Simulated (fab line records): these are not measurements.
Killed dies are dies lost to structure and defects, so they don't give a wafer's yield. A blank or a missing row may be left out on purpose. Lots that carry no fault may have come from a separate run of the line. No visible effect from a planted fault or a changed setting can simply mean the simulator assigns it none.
Which tool is to blame?    flow n5_finfet    18 wafers from 6 lots sampled at 2 of the route's 1938 steps

## WHAT THE GAUGES READ, wafer by wafer
N5_BEOL_M15_RS_MEAS_54: measurement is done with a four-point probe.
lot   measured      on             M15_RS (ohm/sq)
L797  day 13 01:56  film_metro-02  0.0216 0.0208 0.0217
L800  day 13 20:17  film_metro-02  0.0211 0.0215 0.0214
L802  day 14 07:22  film_metro-01  0.0217 0.0225 0.0218
L807  day 15 06:35  film_metro-01  0.0228 0.0217 0.0217
L808  day 15 12:39  film_metro-01  0.0218 0.0216 0.0227
L813  day 16 23:04  film_metro-01  0.0215 0.0217 0.0214

## WHAT TOOL EACH LOT RAN ON (gives the tool, then ch and the chambers of the sampled wafers, and finally the start)
lot   N5_BEOL_M15_DEP_53
L797  pecvd-04 ch 0,1,2, day 13 01:52
L800  pecvd-04 ch 1,2, day 13 20:13
L802  pecvd-03 ch 1,2, day 14 07:17
L807  pecvd-01 ch 0,1, day 15 06:29
L808  pecvd-03 ch 1,2, day 15 12:35
L813  pecvd-01 ch 0,1, day 16 22:59
- N5_BEOL_M15_DEP_53: deposits SiCN from 3MS/NH3, target thk 50 nm, time 17.8 s.

## THE ANSWER, worked out from the rows above alone
Rule: what is usual is taken from the lots themselves. The widest of any qualifying gaps counts: lots, ordered by their means at a reading, are off when they make up no more than a third of the lots, leave a main group of 4 or more, and stand apart from it by 3 or more times the standard deviation of that group's means. If all means in a main group match to the digits the tables above print for the reading, that group is not used. Also off: a lot with no number at a reading for which 4 or more lots have one. The other lots that the step has rows for count as sound.
Across all readings shown, no lot is off: no conclusion can be drawn from this.

## WHAT THE SIMULATOR HAD INSERTED
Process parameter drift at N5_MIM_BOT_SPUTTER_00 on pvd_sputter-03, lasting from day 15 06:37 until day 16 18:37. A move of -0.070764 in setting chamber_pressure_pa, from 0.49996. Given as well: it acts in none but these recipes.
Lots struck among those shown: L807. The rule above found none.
